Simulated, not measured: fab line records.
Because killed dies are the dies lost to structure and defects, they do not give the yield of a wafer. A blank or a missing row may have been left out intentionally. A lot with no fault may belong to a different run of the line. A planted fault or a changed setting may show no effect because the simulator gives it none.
fab line records    flow nand_harc
record: lots: 12  wafers: 36  last_day: 24
route steps=1159 shown P_BONDPAD@372 A_ZERO_WELL@401 A_ONON_D1@424 END@1159
lots with no fault: from the same line, run without faults
start_h: hours from the record's first day to the start of the lot's first wafer shown    wait_h: time in hours since the lot's previous step    " same as the row above    L1.1+2: a single row standing in for several wafers    - either no value or no given start    * or withheld: withheld    < > ~ a bound
route shown NAME@n: NAME is a module with steps in the file, n the number in the route of the first one    usual: the fault-free wafers' mean and standard deviation    same: alike in all rows    chamber/n: place in a boat    sites: readings site by site    _std_site: the values' standard deviation    _edge_site: inner sites' mean taken away from outer sites' mean    radius_mm: for every site, how far away it sits from the centre of the wafer    mask NAME#n: copy n    behind: the tool/chamber that last shaped the wafer    hold: reason for holding the lot/hours on hold/outcome of the hold    device: the n, p or np transistor that did not switch    end of line: at the end of the route, the tests of the same wafers    step lacking rows: just its recipe    killed: at the first sort, the dies lost to defects and structure; wafer yield is something else    map: a wafer's dies, x killed, . not, _ none there
set.NAME: setting as actually run; set.NAME@STEP: the setting as run at that earlier step    model.NAME: the simulator's own value behind a step, which no gauge read
one table for each step of the route and one row for each wafer, over a sample of lots
services: from which hour (start_h, from the record's first day; less than 0 if before it) a tool's chamber was out of use, for how many hours, and why
== steps ==
step: NHARC_P_BONDPAD_ETCH_24
recipe: target_depth_a: 300  over_etch_frac: 0.3  time_s: 72.99  ion_energy_ev: 150  cf4_flow_sccm: 50  n2_flow_sccm: 100  ar_flow_sccm: 150  rf_w: 300  bias_w: 100  chemistry: CF4/N2
usual: drypump_motor_current_A: 5.9/0.36  oes_product_au: 1.000/0.0086  rf_vpp_V: 315.4/1.9  showerhead_plenum_p_Torr: 2.69/0.1  throttle_valve_pct: 19.796/0.0088
same: time_s: 72.99
lot.wafer  tool         chamber  start_h  wait_h  drypump_motor_current_A  oes_product_au  rf_hours_counter_h  rf_vpp_V  showerhead_plenum_p_Torr  throttle_valve_pct
L697.4     rie_diel-10  0        -        -       5.4                      1.001           48                  315.2     2.68                      19.818
L697.3     "            2        "        "       5.7                      1.003           46                  311.9     2.48                      19.793
L697.6     "            1        "        "       5.3                      1.016           -                   315.7     2.75                      19.798
L698.4     rie_diel-02  3        -        -       6.1                      1.000           9                   316.2     2.77                      19.801
L698.1     "            2        "        "       5.7                      0.993           13                  313.0     2.56                      19.797
L698.6     "            3        "        "       6.1                      0.994           -                   317.6     2.77                      19.793
L700.1     rie_diel-10  1        -        -       5.4                      1.012           55                  316.6     2.75                      19.790
L700.4     "            2        "        "       5.7                      1.003           53                  311.1     2.48                      19.807
L700.6     "            0        "        "       5.4                      1.003           -                   315.4     2.67                      19.808
L704.1     rie_diel-02  2        -        -       5.7                      0.994           2                   314.2     2.56                      19.803
L704.2     "            0        "        "       5.8                      0.989           2                   318.0     2.80                      19.787
L704.5     "            2        "        "       5.7                      0.998           -                   314.6     2.56                      19.800
L705.2     rie_diel-02  3        -        -       6.1                      1.009           3                   316.2     2.77                      19.796
L705.4     "            0        "        "       5.8                      0.988           2                   316.9     2.80                      19.798
L705.1     "            2        "        "       5.7                      0.994           3                   313.5     2.56                      19.780
L706.1     rie_diel-07  2        -        -       5.2                      1.006           47                  316.4     2.82                      19.787
L706.4     "            3        "        "       6.4                      1.011           42                  316.9     2.73                      19.815
L706.5     "            2        "        "       5.2                      1.014           -                   316.5     2.82                      19.793
L707.4     rie_diel-02  0        -        -       5.8                      0.993           3                   319.3     2.80                      19.776
L707.3     "            1        "        "       6.4                      1.009           3                   314.4     2.57                      19.800
L707.6     "            0        "        "       5.8                      0.986           -                   317.1     2.80                      19.785
L710.3     rie_diel-02  1        -        -       6.4                      1.003           5                   314.3     2.57                      19.797
L710.1     "            2        "        "       5.7                      0.991           5                   312.7     2.56                      19.785
L710.5     "            1        "        "       6.4                      0.999           -                   315.0     2.57                      19.784
L712.4     rie_diel-02  0        -        -       5.8                      0.999           8                   317.9     2.79                      19.806
L712.5     "            1        "        "       6.4                      1.015           -                   311.9     2.57                      19.805
L712.6     "            2        "        "       5.7                      1.003           -                   313.6     2.56                      19.789
L714.2     rie_diel-02  1        -        -       6.4                      1.004           8                   313.5     2.57                      19.801
L714.3     "            2        "        "       5.7                      1.011           9                   312.8     2.56                      19.794
L714.6     "            2        "        "       5.7                      1.001           -                   312.4     2.56                      19.800
L717.1     rie_diel-02  3        -        -       6.0                      0.998           10                  317.1     2.77                      19.800
L717.4     "            1        "        "       6.4                      0.995           9                   312.5     2.57                      19.809
L717.2     "            2        "        "       5.7                      0.998           10                  313.2     2.56                      19.797
L719.3     rie_diel-02  0        -        -       5.8                      0.982           11                  318.2     2.79                      19.800
L719.1     "            1        "        "       6.4                      1.000           11                  313.3     2.57                      19.781
L719.4     "            2        "        "       5.7                      0.994           12                  314.1     2.55                      19.806
step: NHARC_A_ZERO_WELL_CD_MEAS_10
recipe: target_cd_nm: 2000  landing_energy_ev: 500
usual: cd_nm: 2000.0/2
lot.wafer  tool       chamber  start_h  wait_h  cd_nm
L697.3     cd_sem-03  0        135.89   -       2000.5
L697.4     "          0        "        "       2000.6
L697.6     "          0        "        "       2001.5
L698.1     cd_sem-02  0        145.11   -       2000.3
L698.4     "          0        "        "       2004.0
L698.6     "          0        "        "       2001.2
L700.1     cd_sem-01  0        155.25   -       2000.6
L700.4     "          0        "        "       2000.9
L700.6     "          0        "        "       2001.0
L704.1     cd_sem-02  0        171.88   -       2000.1
L704.2     "          0        "        "       2000.4
L704.5     "          0        "        "       1997.5
L705.1     cd_sem-03  0        179.94   -       2002.3
L705.2     "          0        "        "       2000.6
L705.4     "          0        "        "       1999.6
L706.1     cd_sem-03  0        183.83   -       2000.4
L706.4     "          0        "        "       2001.7
L706.5     "          0        "        "       1998.7
L707.3     cd_sem-01  0        188.55   -       1998.1
L707.4     "          0        "        "       1999.2
L707.6     "          0        "        "       1999.1
L710.1     cd_sem-01  0        208.91   -       2001.0
L710.3     "          0        "        "       2000.9
L710.5     "          0        "        "       2002.9
L712.4     cd_sem-01  0        238.83   -       1997.7
L712.5     "          0        "        "       1998.2
L712.6     "          0        "        "       1997.6
L714.2     cd_sem-01  0        239.92   -       2004.2
L714.3     "          0        "        "       2003.1
L714.6     "          0        "        "       2003.4
L717.1     cd_sem-01  0        247.50   -       2000.9
L717.2     "          0        "        "       2001.4
L717.4     "          0        "        "       2000.2
L719.1     cd_sem-02  0        263.27   -       1997.6
L719.3     "          0        "        "       1999.1
L719.4     "          0        "        "       1997.7
step: NHARC_A_ZERO_WELL_DESCUM_12
recipe: time_s: 3  o2_flow_sccm: 200  ar_flow_sccm: 0  bias_power_w: 0  chemistry: O2
usual: drypump_motor_current_A: 5.80/0.28  o2_flow_sccm: 200.0/0.55  oes_product_au: 0.995/0.011  rf_vpp_V: 57.8/0.85  showerhead_plenum_p_Torr: 1.96/0.088  throttle_valve_pct: 11.312/0.0097
same: time_s: 3
lot.wafer  tool         chamber  start_h  wait_h  drypump_motor_current_A  o2_flow_sccm  oes_product_au  rf_hours_counter_h  rf_vpp_V  showerhead_plenum_p_Torr  throttle_valve_pct
L697.3     rie_diel-05  2        136.07   -       6.12                     200.6         1.010           11                  57.2      1.88                      11.324
L697.4     "            3        "        "       5.66                     199.8         0.978           10                  58.3      2.00                      11.321
L697.6     "            1        "        "       5.54                     199.9         1.005           -                   57.3      1.80                      11.317
L698.1     rie_diel-05  0        145.28   -       6.18                     200.4         0.980           10                  58.1      2.04                      11.315
L698.4     "            1        "        "       5.49                     199.2         1.000           11                  56.3      1.80                      11.329
L698.6     "            0        "        "       6.17                     200.4         0.986           -                   58.1      2.04                      11.313
L700.1     rie_diel-05  2        155.42   -       6.17                     200.1         1.015           13                  56.7      1.87                      11.314
L700.4     "            0        "        "       6.11                     200.5         0.994           11                  59.2      2.04                      11.309
L700.6     "            1        "        "       5.51                     201.5         1.004           -                   56.2      1.80                      11.309
L704.2     rie_diel-13  0        172.04   -       5.64                     200.0         1.008           8                   58.4      1.87                      11.322
L704.1     "            1        "        "       5.69                     200.1         0.989           8                   59.6      2.03                      11.306
L704.5     "            3        "        "       6.18                     199.3         1.008           -                   58.5      2.06                      11.315
L705.1     rie_diel-05  0        180.11   -       6.16                     200.7         1.001           1                   59.0      2.04                      11.307
L705.2     "            1        "        "       5.52                     199.3         0.993           1                   56.5      1.80                      11.295
L705.4     "            0        "        "       6.15                     199.8         0.997           -                   57.9      2.04                      11.299
L706.4     rie_diel-13  0        184.00   -       5.64                     199.5         1.004           9                   56.0      1.87                      11.324
L706.1     "            1        "        "       5.72                     199.6         0.987           9                   57.7      2.03                      11.323
L706.5     "            3        "        "       6.18                     200.0         0.979           -                   58.6      2.06                      11.309
L707.3     rie_diel-05  0        188.70   -       6.12                     200.9         0.996           1                   58.3      2.04                      11.310
L707.4     "            2        "        "       6.14                     199.9         1.009           1                   57.3      1.87                      11.317
L707.6     "            0        "        "       6.14                     199.7         0.983           -                   57.9      2.04                      11.295
L710.3     rie_diel-05  1        209.09   -       5.51                     199.9         1.006           2                   57.7      1.80                      11.310
L710.1     "            2        "        "       6.15                     198.8         1.012           3                   57.0      1.87                      11.300
L710.5     "            0        "        "       6.15                     200.0         1.000           -                   57.8      2.04                      11.317
L712.4     rie_diel-01  0        239.00   -       5.64                     199.8         1.001           6                   58.1      1.96                      11.315
L712.6     "            2        "        "       5.86                     200.6         0.972           -                   56.7      2.01                      11.291
L712.5     "            3        "        "       5.14                     199.5         0.990           -                   58.6      2.01                      11.313
L714.2     rie_diel-13  1        240.07   -       5.67                     199.3         0.987           14                  58.1      2.03                      11.321
L714.3     "            0        "        "       5.65                     200.2         1.001           13                  58.9      1.87                      11.313
L714.6     "            1        "        "       5.72                     200.0         0.984           -                   57.9      2.03                      11.324
L717.4     rie_diel-13  0        247.66   -       5.64                     201.0         1.001           14                  57.3      1.87                      11.327
L717.2     "            1        "        "       5.73                     200.7         0.989           15                  58.7      2.03                      11.316
L717.1     "            2        "        "       5.71                     199.7         0.999           14                  57.9      1.90                      11.316
L719.4     rie_diel-05  2        263.43   -       6.12                     201.0         1.019           6                   56.4      1.87                      11.311
L719.1     "            0        "        "       6.11                     200.4         0.988           6                   57.3      2.04                      11.312
L719.3     "            1        "        "       5.51                     199.9         0.991           6                   57.2      1.80                      11.309
step: NHARC_A_ONON_D1_DEP_00
recipe: target_thk_a: 10000  n2_flow_sccm: 2750  n2o_flow_sccm: 2000  nh3_flow_sccm: 500  sih4_flow_sccm: 210  temp_c: 400
lot.wafer   tool           chamber  start_h  wait_h
L697.3+4+6  pecvd_onon-02  0        158.39   0.2
L698.1+4+6  pecvd_onon-04  0        167.66   0.1
L700.1+4+6  pecvd_onon-02  0        177.44   0.1
L704.1+2+5  pecvd_onon-02  0        196.50   0.1
L706.1+4+5  pecvd_onon-03  0        203.80   0.1
L705.1+2+4  pecvd_onon-02  0        203.80   0.1
L707.3+4+6  pecvd_onon-02  0        213.36   0.2
L710.1+3+5  pecvd_onon-04  0        231.09   0.1
L714.2+3+6  pecvd_onon-04  0        260.26   0.1
L712.4+5+6  pecvd_onon-02  0        260.37   0.2
L717.1+2+4  pecvd_onon-02  0        269.69   0.1
L719.1+3+4  pecvd_onon-02  0        284.58   0.1
step: NHARC_A_ONON_D1_THK_MEAS_02
recipe: thk_meas_gauge: ellipsometry
usual: thk_nm: 998/9.7
lot.wafer  tool           chamber  start_h  wait_h  thk_nm
L697.3     film_metro-02  -        158.81   -       1000
L697.4     "              -        "        "       998
L697.6     "              -        "        "       1000
L698.1     film_metro-01  -        168.18   -       996
L698.4     "              -        "        "       994
L698.6     "              -        "        "       993
L700.1     film_metro-01  -        177.96   -       986
L700.4     "              -        "        "       985
L700.6     "              -        "        "       987
L704.1     film_metro-01  -        197.00   -       988
L704.2     "              -        "        "       990
L704.5     "              -        "        "       988
L705.1     film_metro-02  -        204.30   -       1009
L705.2     "              -        "        "       1009
L705.4     "              -        "        "       1010
L706.1     film_metro-02  -        204.31   -       995
L706.4     "              -        "        "       994
L706.5     "              -        "        "       994
L707.3     film_metro-02  -        213.76   -       987
L707.4     "              -        "        "       989
L707.6     "              -        "        "       987
L710.1     film_metro-01  -        231.60   -       1012
L710.3     "              -        "        "       1012
L710.5     "              -        "        "       1009
L714.2     film_metro-01  -        260.71   -       1003
L714.3     "              -        "        "       1001
L714.6     "              -        "        "       1001
L712.4     film_metro-02  -        260.71   -       1007
L712.5     "              -        "        "       1009
L712.6     "              -        "        "       1010
L717.1     film_metro-01  -        270.21   -       742
L717.2     "              -        "        "       743
L717.4     "              -        "        "       995
L719.1     film_metro-01  -        285.09   -       753
L719.3     "              -        "        "       754
L719.4     "              -        "        "       1006
step: NHARC_END_SORT_01
recipe: temp_c: 25
usual: killed_at_array: 25/9.5  killed_at_other: 0.8/1.2  killed_at_periphery: 3.4/2.2  killed_dies: 29/10  killed_open: 3.3/1.8  killed_short: 2.1/1.4
same: gross_dies: 677
lot.wafer  tool       chamber  start_h  wait_h  killed_at_array  killed_at_other  killed_at_periphery  killed_dies  killed_open  killed_short
L717.1     prober-01  0        575.70   2.5     675              0                2                    677          1            3
L717.2     prober-01  0        576.49   2.8     672              1                4                    677          2            2
L717.4     prober-01  0        578.07   3.4     44               2                9                    55           5            1
L719.1     prober-02  0        583.51   2.5     674              1                2                    677          3            2
L719.3     prober-02  0        585.10   3.1     674              0                3                    677          5            2
L719.4     prober-02  0        585.89   3.4     29               2                2                    33           4            4
killed by level:class
L717.1 A_ONON_D1:area_dep=635 A_CHANNEL_HOLE_D1:chamber_film_flake=24 A_SLIT:chamber_film_flake=6 A_STAIRCASE:chamber_film_flake=3 A_CONTACT:chamber_film_flake=2 A_ONON_D1:geometric_particle:short=1 A_ONON_D1:geometric_particle:open=1 A_STAIRCASE:geometric_particle:short=1
L717.2 A_ONON_D1:area_dep=627 A_CHANNEL_HOLE_D1:chamber_film_flake=22 A_SLIT:chamber_film_flake=15 A_CONTACT:chamber_film_flake=4 P_ZERO_WELL:chamber_film_flake=2 P_GATE:geometric_particle:open=1 A_WL_FILL:geometric_particle:short=1 A_CONTACT:geometric_particle:short=1
L717.4 A_CHANNEL_HOLE_D1:chamber_film_flake=17 A_SLIT:chamber_film_flake=17 P_ZERO_WELL:chamber_film_flake=5 A_STAIRCASE:chamber_film_flake=3 A_CONTACT:chamber_film_flake=3 A_CHANNEL_FILL_D1:chamber_film_flake=2 P_GATE:geometric_particle:open=1 P_CONTACT:geometric_particle:open=1
L719.1 A_ONON_D1:area_dep=643 A_SLIT:chamber_film_flake=16 A_CHANNEL_HOLE_D1:chamber_film_flake=5 A_CONTACT:chamber_film_flake=4 A_WL_FILL:chamber_film_flake=2 P_M0:geometric_particle:open=1 A_WL_FILL:geometric_particle:short=1 A_WL_FILL:geometric_particle:open=1
L719.3 A_ONON_D1:area_dep=652 A_SLIT:chamber_film_flake=14 A_CHANNEL_HOLE_D1:chamber_film_flake=4 P_CONTACT:geometric_particle:open=2 A_WL_FILL:geometric_particle:short=2 P_M2:geometric_particle:open=1 A_SGD_CUT:geometric_particle:open=1 A_WL_FILL:geometric_particle:open=1
L719.4 A_SLIT:chamber_film_flake=8 A_CONTACT:chamber_film_flake=7 A_CHANNEL_HOLE_D1:chamber_film_flake=6 A_WL_FILL:geometric_particle:short=2 A_BLC:geometric_particle:open=2 THIN_TSV:chamber_film_flake=2 P_M0:geometric_particle:open=1 A_ONON_D1:geometric_particle:short=1
== services ==
tool           chamber  start_h  hours  kind
pecvd_onon-02  -        111.00   13.0   pm
rie_diel-07    3        112.13   6.7    repair
rie_diel-01    -        137.82   9.0    pm
rie_diel-05    2        138.18   5.3    repair
rie_diel-02    -        150.71   9.0    pm
rie_diel-10    1        152.61   8.9    repair
pecvd_onon-03  -        153.41   13.0   pm
rie_diel-05    -        163.60   9.0    pm
rie_diel-01    -        167.47   4.0    repair
rie_diel-10    -        174.08   0.2    repair
rie_diel-05    3        175.03   9.2    repair
rie_diel-10    -        176.50   9.0    pm
rie_diel-01    1        191.65   5.2    repair
rie_diel-13    3        200.90   8.6    repair
rie_diel-01    0        209.98   2.7    repair
rie_diel-01    0        219.83   4.9    repair
rie_diel-02    3        222.69   4.1    repair
rie_diel-07    -        228.25   9.0    pm
pecvd_onon-04  -        237.00   13.0   pm
rie_diel-13    1        257.86   3.1    repair
rie_diel-10    3        270.08   9.6    repair
rie_diel-13    -        276.00   9.0    pm
rie_diel-05    1        278.00   2.8    repair
rie_diel-02    3        284.28   12.4   repair
== key ==
first_sign: step: NHARC_A_ONON_D1_THK_MEAS_02  reading: thk_nm  direction: down  sigmas: 26  usual: 998  struck: 748
effect: step: NHARC_END_SORT_01  reading: killed_at_array  direction: up  sigmas: 68  usual: 25  struck: 674
more_kills_born_at: NHARC_A_ONON_D1_DEP_00@pecvd_onon-02: 2557
met_at NHARC_A_ONON_D1_DEP_00
struck_lots L717,L719
struck_wafers L717.1,L717.2,L719.1,L719.3
later_rows_left_out L717.1,L717.2,L719.1,L719.3
tester_left_out L717,L719
not_acting_at NHARC_P_BONDPAD_ETCH_24,NHARC_A_ZERO_WELL_CD_MEAS_10,NHARC_A_ZERO_WELL_DESCUM_12
onset_between 260.37 269.69
fault: kind: process_parameter_drift  tool: pecvd_onon-02  chamber: -  onset_h: 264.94  steps: NHARC_A_ONON_D1_DEP_00  channel: target_thk_a  offset: *  shape: step  end_h: 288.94  scope: struck_wafers_only  acts_in: *  stated: *
tester_left_out: of these lots the tester's yield and bins aren't shown, on N5 and GAA mostly nor the transistor test; their killed dies are dies lost to structure and defects alone, not to doping, threshold or leakage, so they don't give the yield
later_rows_left_out: the simulator's readings of these wafers behind a module that went badly wrong aren't trusted and aren't shown, but for the sort
